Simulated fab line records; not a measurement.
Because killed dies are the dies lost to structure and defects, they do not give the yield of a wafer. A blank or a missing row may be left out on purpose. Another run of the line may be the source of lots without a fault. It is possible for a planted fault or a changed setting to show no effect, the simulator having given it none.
Chamber matching | flow nand_harc | pecvd-02 running NHARC_A_STAIRCASE_DEP_325: 3 sister chambers
The step deposits SiO2, target thk 3800 nm. 3 wafers are shown with their chamber, then 7 later ones without.

## WAFERS WITH THEIR CHAMBER
wafer  | chamber | heater_power_w (W)
L075.3 | 2       | 782
L088.1 | 0       | 897
L088.2 | 1       | 760

## WAFERS WITH NO CHAMBER GIVEN
wafer  | heater_power_w (W)
L088.4 | 649
L094.2 | 770
L094.3 | 864
L094.5 | 794
L096.4 | 841
L096.5 | 646
L096.6 | 638

## WHICH CHAMBER EACH WENT THROUGH
wafer  | from the rows above          | in truth
L088.4 | can't be placed: 1 or 2 or 0 | 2
L094.2 | can't be placed: 1 or 2 or 0 | 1
L094.3 | can't be placed: 0 or 2 or 1 | 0
L094.5 | can't be placed: 2 or 1 or 0 | 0
L096.4 | can't be placed: 0 or 2 or 1 | 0
L096.5 | can't be placed: 1 or 2 or 0 | 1
L096.6 | can't be placed: 1 or 2 or 0 | 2
Correctly placed: 0 of 7. From these rows, 7 cannot be placed; in 7 the true chamber is one of the candidates. Number placed wrongly: 0.
How it was worked out, from the rows above alone: a wafer's distance from a chamber is the root of the sum, over the readings, of the square of ((its reading less the chamber's mean) divided by the reading's scatter). The wafer belongs to the nearest chamber; if the next one is less than 2 further off, it can't be placed. Each chamber's mean is taken over the wafers shown for it. The scatter: with one shown wafer a chamber, the root of the mean of the squares of how far each hidden wafer lies from its nearest shown one.
